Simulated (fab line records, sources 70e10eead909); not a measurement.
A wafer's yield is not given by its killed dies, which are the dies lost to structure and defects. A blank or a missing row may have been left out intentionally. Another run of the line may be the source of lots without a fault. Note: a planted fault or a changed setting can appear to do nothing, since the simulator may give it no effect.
Matching of chambers || flow nandHarc || NHARC_P_BONDPAD_ACTIVATE_29 on rieDiel-13 has 4 sister chambers
The step chemistry N2, time 60 s. 8 wafers are shown with their chamber, then 11 later ones without.

EACH WAFER AND ITS CHAMBER
{"wafer": "L722.4", "chamber": 1, "showerheadPlenumPTorr (Torr)": 1.72, "drypumpMotorCurrentA (A)": 5.63}
{"wafer": "L727.2", "chamber": 3, "showerheadPlenumPTorr (Torr)": 1.82, "drypumpMotorCurrentA (A)": 6.10}
{"wafer": "L727.4", "chamber": 2, "showerheadPlenumPTorr (Torr)": 1.81, "drypumpMotorCurrentA (A)": 5.63}
{"wafer": "L727.6", "chamber": 0, "showerheadPlenumPTorr (Torr)": 1.77, "drypumpMotorCurrentA (A)": 5.77}
{"wafer": "L728.1", "chamber": 3, "showerheadPlenumPTorr (Torr)": 1.81, "drypumpMotorCurrentA (A)": 6.06}
{"wafer": "L728.4", "chamber": 0, "showerheadPlenumPTorr (Torr)": 1.77, "drypumpMotorCurrentA (A)": 5.73}
{"wafer": "L728.5", "chamber": 2, "showerheadPlenumPTorr (Torr)": 1.81, "drypumpMotorCurrentA (A)": 5.61}
{"wafer": "L731.1", "chamber": 1, "showerheadPlenumPTorr (Torr)": 1.72, "drypumpMotorCurrentA (A)": 5.63}

WAFERS WITH NO CHAMBER GIVEN
{"wafer": "L731.3", "showerheadPlenumPTorr (Torr)": 1.77, "drypumpMotorCurrentA (A)": 5.78}
{"wafer": "L731.6", "showerheadPlenumPTorr (Torr)": 1.77, "drypumpMotorCurrentA (A)": 5.77}
{"wafer": "L730.1", "showerheadPlenumPTorr (Torr)": 1.77, "drypumpMotorCurrentA (A)": 5.76}
{"wafer": "L730.2", "showerheadPlenumPTorr (Torr)": 1.81, "drypumpMotorCurrentA (A)": 6.07}
{"wafer": "L730.3", "showerheadPlenumPTorr (Torr)": 1.81, "drypumpMotorCurrentA (A)": 5.62}
{"wafer": "L732.1", "showerheadPlenumPTorr (Torr)": 1.81, "drypumpMotorCurrentA (A)": 5.68}
{"wafer": "L732.2", "showerheadPlenumPTorr (Torr)": 1.72, "drypumpMotorCurrentA (A)": 5.65}
{"wafer": "L732.6", "showerheadPlenumPTorr (Torr)": 1.72, "drypumpMotorCurrentA (A)": 5.61}
{"wafer": "L742.2", "showerheadPlenumPTorr (Torr)": 1.81, "drypumpMotorCurrentA (A)": 5.65}
{"wafer": "L742.4", "showerheadPlenumPTorr (Torr)": 1.81, "drypumpMotorCurrentA (A)": 6.08}
{"wafer": "L742.6", "showerheadPlenumPTorr (Torr)": 1.76, "drypumpMotorCurrentA (A)": 5.79}

WHICH CHAMBER EACH WENT THROUGH
{"wafer": "L731.3", "from the rows above": 0, "in truth": 0}
{"wafer": "L731.6", "from the rows above": 0, "in truth": 0}
{"wafer": "L730.1", "from the rows above": 0, "in truth": 0}
{"wafer": "L730.2", "from the rows above": 3, "in truth": 3}
{"wafer": "L730.3", "from the rows above": 2, "in truth": 2}
{"wafer": "L732.1", "from the rows above": 2, "in truth": 2}
{"wafer": "L732.2", "from the rows above": 1, "in truth": 1}
{"wafer": "L732.6", "from the rows above": 1, "in truth": 1}
{"wafer": "L742.2", "from the rows above": 2, "in truth": 2}
{"wafer": "L742.4", "from the rows above": 3, "in truth": 3}
{"wafer": "L742.6", "from the rows above": 0, "in truth": 0}
11 of 11 placed correctly. Not placeable from these rows: 0. Number placed wrongly: 0.
How it was worked out, from the rows above alone: a wafer's distance from a chamber is the root of the sum, over the readings, of the square of ((its reading less the chamber's mean) divided by the reading's scatter). The wafer belongs to the nearest chamber; if the next one is less than 2 further off, it can't be placed. For every chamber, the mean is computed from those of its wafers that are shown. The scatter is the square root of a quotient: the sum, over the shown wafers, of each reading's squared deviation from its chamber's mean, divided by wafers minus chambers.
